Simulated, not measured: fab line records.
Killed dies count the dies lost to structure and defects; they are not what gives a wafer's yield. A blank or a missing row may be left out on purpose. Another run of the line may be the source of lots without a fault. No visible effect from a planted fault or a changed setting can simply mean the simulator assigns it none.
The tool behind it: which one? + flow n5Finfet + 72 wafers from 24 lots sampled at 2 of the route's 1938 steps

WHAT THE GAUGES SHOWED, per wafer
N5_BEOL_M1_OVL_MEAS_29.
| lot  | measured     | on         | V0_OVL (nm)    |
|------|--------------|------------|----------------|
| L074 | day 6 15:17  | overlay-01 | -0.3 0.2 -0.6  |
| L076 | day 6 20:33  | overlay-02 | -0.8 0.1 -1.0  |
| L077 | day 7 09:19  | overlay-02 | 0.6 0.3 -0.1   |
| L075 | day 7 12:05  | overlay-01 | -0.3 0.7 0.2   |
| L078 | day 7 16:31  | overlay-02 | -0.3 -0.1 -0.4 |
| L079 | day 7 17:53  | overlay-01 | 1.0 -0.5 -0.1  |
| L080 | day 7 21:44  | overlay-02 | -0.3 0.8 -0.1  |
| L081 | day 8 03:20  | overlay-02 | -0.2 -0.2 0.0  |
| L082 | day 8 07:28  | overlay-01 | -0.1 -0.7 -0.3 |
| L083 | day 8 12:58  | overlay-02 | -0.6 0.1 0.4   |
| L084 | day 8 23:08  | overlay-01 | -0.9 -0.5 -0.8 |
| L085 | day 9 04:05  | overlay-01 | -1.3 -1.4 -0.6 |
| L086 | day 9 05:47  | overlay-01 | -0.3 -1.6 -0.3 |
| L087 | day 9 11:38  | overlay-01 | 1.1 0.6 0.0    |
| L088 | day 9 16:03  | overlay-01 | 0.8 1.9 0.0    |
| L089 | day 10 05:58 | overlay-01 | -1.2 -1.6 -1.1 |
| L090 | day 10 09:43 | overlay-01 | -0.1 0.3 -0.3  |
| L091 | day 10 14:08 | overlay-02 | 0.3 -0.4 -1.2  |
| L092 | day 10 18:25 | overlay-01 | -0.4 -0.6 0.9  |
| L093 | day 10 22:21 | overlay-02 | 0.9 0.2 1.0    |
| L094 | day 11 05:09 | overlay-02 | -0.5 -0.5 1.0  |
| L095 | day 11 12:10 | overlay-02 | -0.9 -0.2 -0.3 |
| L096 | day 11 19:44 | overlay-02 | -0.5 -0.3 -0.8 |
| L097 | day 12 02:49 | overlay-01 | 0.3 -0.3 -0.7  |

TOOL THAT RAN EACH LOT (tool first, then ch and the chambers of the sampled wafers, then the start)
| lot  | N5_BEOL_M1_ETCH_64                |
|------|-----------------------------------|
| L074 | rieDiel-02 ch 0,2,3, day 6 14:26  |
| L076 | rieDiel-06 ch 0,2,3, day 6 19:38  |
| L077 | rieDiel-06 ch 1,2, day 7 08:37    |
| L075 | rieDiel-06 ch 1,2,3, day 7 11:22  |
| L078 | rieDiel-02 ch 1,2,3, day 7 15:32  |
| L079 | rieDiel-02 ch 0,1,3, day 7 17:02  |
| L080 | rieDiel-06 ch 2,3, day 7 20:55    |
| L081 | rieDiel-02 ch 0,2,3, day 8 02:26  |
| L082 | rieDiel-06 ch 0,3, day 8 06:46    |
| L083 | rieDiel-03 ch 0,2,3, day 8 12:08  |
| L084 | rieDiel-02 ch 0,2, day 8 22:12    |
| L085 | rieDiel-02 ch 0,3, day 9 03:16    |
| L086 | rieDiel-02 ch 0,1,2, day 9 04:55  |
| L087 | rieDiel-02 ch 1,2,3, day 9 10:56  |
| L088 | rieDiel-06 ch 1,2,3, day 9 15:12  |
| L089 | rieDiel-03 ch 0,1,2, day 10 05:05 |
| L090 | rieDiel-02 ch 2,3, day 10 08:53   |
| L091 | rieDiel-06 ch 0,2,3, day 10 13:19 |
| L092 | rieDiel-03 ch 2,3, day 10 17:31   |
| L093 | rieDiel-02 ch 0,2, day 10 21:38   |
| L094 | rieDiel-03 ch 0,2,3, day 11 04:22 |
| L095 | rieDiel-03 ch 0,1,3, day 11 11:26 |
| L096 | rieDiel-06 ch 0,2,3, day 11 19:02 |
| L097 | rieDiel-06 ch 0,1, day 12 01:59   |
- N5_BEOL_M1_ETCH_64: etches SOC in N2/H2, target depth 75 nm, overetch 15 nm, time 112.5 s.

AS READ BY THE TOOLS THEMSELVES (means over the sampled wafers that have a number; for cases with no such wafer, the mark the record gives instead)
N5_BEOL_M1_ETCH_64.
| lot  | tool       | drypumpMotorCurrentA (A) | oesProductAu (a.u.) | rfVppV (V) | showerheadPlenumPTorr (Torr) | tempC (C) | throttleValvePct (%) |
|------|------------|--------------------------|---------------------|------------|------------------------------|-----------|----------------------|
| L074 | rieDiel-02 | 5.7                      | 0.65                | 523.9      | 2.54                         | 39.92     | 17.7                 |
| L076 | rieDiel-06 | 5.6                      | 0.56                | 523.0      | 2.52                         | 40.10     | 17.8                 |
| L077 | rieDiel-06 | 5.7                      | 0.62                | 522.7      | 2.50                         | 39.89     | 17.8                 |
| L075 | rieDiel-06 | 5.6                      | 0.59                | 521.7      | 2.49                         | 40.11     | 17.9                 |
| L078 | rieDiel-02 | 5.3                      | 0.63                | 523.8      | 2.56                         | 39.96     | 17.8                 |
| L079 | rieDiel-02 | 5.4                      | 0.66                | 524.9      | 2.56                         | 40.06     | 17.7                 |
| L080 | rieDiel-06 | 5.5                      | 0.55                | 522.7      | 2.49                         | 40.13     | 18.1                 |
| L081 | rieDiel-02 | 5.7                      | 0.64                | 523.0      | 2.53                         | 40.06     | 17.8                 |
| L082 | rieDiel-06 | 5.6                      | 0.71                | 522.1      | 2.46                         | 40.12     | 17.6                 |
| L083 | rieDiel-03 | 5.9                      | 0.57                | 522.3      | 2.48                         | 40.01     | 17.8                 |
| L084 | rieDiel-02 | 5.8                      | 0.62                | 521.0      | 2.45                         | 39.97     | 17.8                 |
| L085 | rieDiel-02 | 5.7                      | 0.66                | 523.9      | 2.53                         | 39.85     | 17.6                 |
| L086 | rieDiel-02 | 5.5                      | 0.61                | 521.6      | 2.47                         | 39.97     | 18.0                 |
| L087 | rieDiel-02 | 5.4                      | 0.61                | 524.4      | 2.55                         | 40.02     | 17.9                 |
| L088 | rieDiel-06 | 5.6                      | 0.66                | 525.7      | 2.59                         | 40.04     | 17.8                 |
| L089 | rieDiel-03 | 5.7                      | 0.62                | 523.7      | 2.51                         | 39.97     | 17.7                 |
| L090 | rieDiel-02 | 5.7                      | 0.59                | 523.1      | 2.52                         | 40.04     | 18.0                 |
| L091 | rieDiel-06 | 5.6                      | 0.69                | 525.8      | 2.61                         | 39.96     | 17.6                 |
| L092 | rieDiel-03 | 6.2                      | 0.56                | 521.6      | 2.46                         | 39.99     | 17.6                 |
| L093 | rieDiel-02 | 5.8                      | 0.61                | 521.9      | 2.44                         | 40.11     | 17.9                 |
| L094 | rieDiel-03 | 5.9                      | 0.62                | 521.7      | 2.48                         | 40.02     | 17.6                 |
| L095 | rieDiel-03 | 5.9                      | 0.62                | 524.4      | 2.54                         | 39.92     | 17.7                 |
| L096 | rieDiel-06 | 5.6                      | 0.68                | 525.1      | 2.61                         | 39.91     | 17.6                 |
| L097 | rieDiel-06 | 5.7                      | 0.68                | 521.5      | 2.46                         | 39.96     | 17.6                 |

THE ANSWER, worked out from the rows above alone
Rule: the usual values come from the lots themselves. Put in order of their means at a reading, lots are off if they are a third of the lots or fewer, leave a main group of 4 or more, and stand apart from it by a gap of 3 or more times the standard deviation of the main group's means; of several such gaps the widest counts. Not used: any main group whose means are identical at the precision the tables above print for the reading. A lot without any number at a reading at which 4 lots or more have one is off too. All remaining lots with rows at the step are treated as sound. Order of review: gauges by route order, followed by the tools' own readings, for which a lot's mean as printed above is used. The first step at which some lot is off is used, and at that step the reading that is off furthest; a lot without a number counts as furthest.
Nothing can be told from this: no lot is off at any reading shown.

WHAT THE SIMULATOR HAD PUT IN
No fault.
